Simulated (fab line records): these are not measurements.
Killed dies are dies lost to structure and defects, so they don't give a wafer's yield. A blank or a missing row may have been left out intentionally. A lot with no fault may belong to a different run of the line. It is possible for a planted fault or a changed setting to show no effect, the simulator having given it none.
Chamber matching :: flow nand harc :: NHARC_A_CONTACT_DEP_85 on pecvd-03 has 3 sister chambers
The step deposits SiON, target thk 60 nm. 14 wafers are shown with their chamber, then 7 later ones without.

WAFERS WITH THEIR CHAMBER
wafer: L528.1
chamber: 0
heater power outer w (W): 464
chamber pressure Torr (Torr): 3.503
heater power w (W): 766

wafer: L528.2
chamber: 1
heater power outer w (W): 541
chamber pressure Torr (Torr): 3.491
heater power w (W): 856

wafer: L528.4
chamber: 2
heater power outer w (W): 392
chamber pressure Torr (Torr): 3.500
heater power w (W): 694

wafer: L535.3
chamber: 2
heater power outer w (W): 456
chamber pressure Torr (Torr): 3.510
heater power w (W): 767

wafer: L535.4
chamber: 1
heater power outer w (W): 477
chamber pressure Torr (Torr): 3.493
heater power w (W): 775

wafer: L535.5
chamber: 0
heater power outer w (W): 441
chamber pressure Torr (Torr): 3.501
heater power w (W): 752

wafer: L539.1
chamber: 0
heater power outer w (W): 366
chamber pressure Torr (Torr): 3.502
heater power w (W): 648

wafer: L539.3
chamber: 2
heater power outer w (W): 429
chamber pressure Torr (Torr): 3.505
heater power w (W): 770

wafer: L539.6
chamber: 2
heater power outer w (W): 440
chamber pressure Torr (Torr): 3.503
heater power w (W): 772

wafer: L542.3
chamber: 2
heater power outer w (W): 416
chamber pressure Torr (Torr): 3.515
heater power w (W): 718

wafer: L542.4
chamber: 1
heater power outer w (W): 515
chamber pressure Torr (Torr): 3.495
heater power w (W): 822

wafer: L542.6
chamber: 2
heater power outer w (W): 408
chamber pressure Torr (Torr): 3.514
heater power w (W): 722

wafer: L545.2
chamber: 1
heater power outer w (W): 546
chamber pressure Torr (Torr): 3.499
heater power w (W): 860

wafer: L545.3
chamber: 0
heater power outer w (W): 405
chamber pressure Torr (Torr): 3.498
heater power w (W): 700

SIGNATURES (means of the wafers above)
reading: heater power outer w
chamber 0: 419.00
chamber 1: 519.75
chamber 2: 423.50
scatter within a chamber: 31.8

reading: chamber pressure Torr
chamber 0: 3.50100
chamber 1: 3.49450
chamber 2: 3.50783
scatter within a chamber: 0.00463

reading: heater power w
chamber 0: 716.50
chamber 1: 828.25
chamber 2: 740.50
scatter within a chamber: 41.5
Rule: a wafer's distance from a chamber is the root of the sum, over the readings, of the square of ((its reading less the chamber's mean) divided by the reading's scatter). The wafer belongs to the nearest chamber; if the next one is less than 2 further off, it can't be placed. The scatter: take each reading less its chamber's mean, square it, sum over the shown wafers, divide by the number of wafers less the number of chambers, and take the root.

WAFERS WITH NO CHAMBER GIVEN
wafer: L545.6
heater power outer w (W): 417
chamber pressure Torr (Torr): 3.510
heater power w (W): 696

wafer: L546.3
heater power outer w (W): 392
chamber pressure Torr (Torr): 3.497
heater power w (W): 706

wafer: L546.4
heater power outer w (W): 355
chamber pressure Torr (Torr): 3.500
heater power w (W): 660

wafer: L546.5
heater power outer w (W): 387
chamber pressure Torr (Torr): 3.496
heater power w (W): 676

wafer: L551.2
heater power outer w (W): 443
chamber pressure Torr (Torr): 3.512
heater power w (W): 772

wafer: L551.3
heater power outer w (W): 606
chamber pressure Torr (Torr): 3.505
heater power w (W): 911

wafer: L551.4
heater power outer w (W): 431
chamber pressure Torr (Torr): 3.492
heater power w (W): 742

THE CHAMBER EACH PASSED THROUGH
wafer: L545.6
from the rows above: can't be placed: 2 or 0
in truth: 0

wafer: L546.3
from the rows above: can't be placed: 0 or 2
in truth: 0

wafer: L546.4
from the rows above: can't be placed: 0 or 2
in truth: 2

wafer: L546.5
from the rows above: can't be placed: 0 or 2
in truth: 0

wafer: L551.2
from the rows above: can't be placed: 2 or 0
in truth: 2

wafer: L551.3
from the rows above: 1
in truth: 1

wafer: L551.4
from the rows above: can't be placed: 0 or 2 or 1
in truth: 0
1 of 7 placed correctly. Cannot be placed on the basis of these rows: 6; the candidates contain the true chamber in 6. Number placed wrongly: 0.
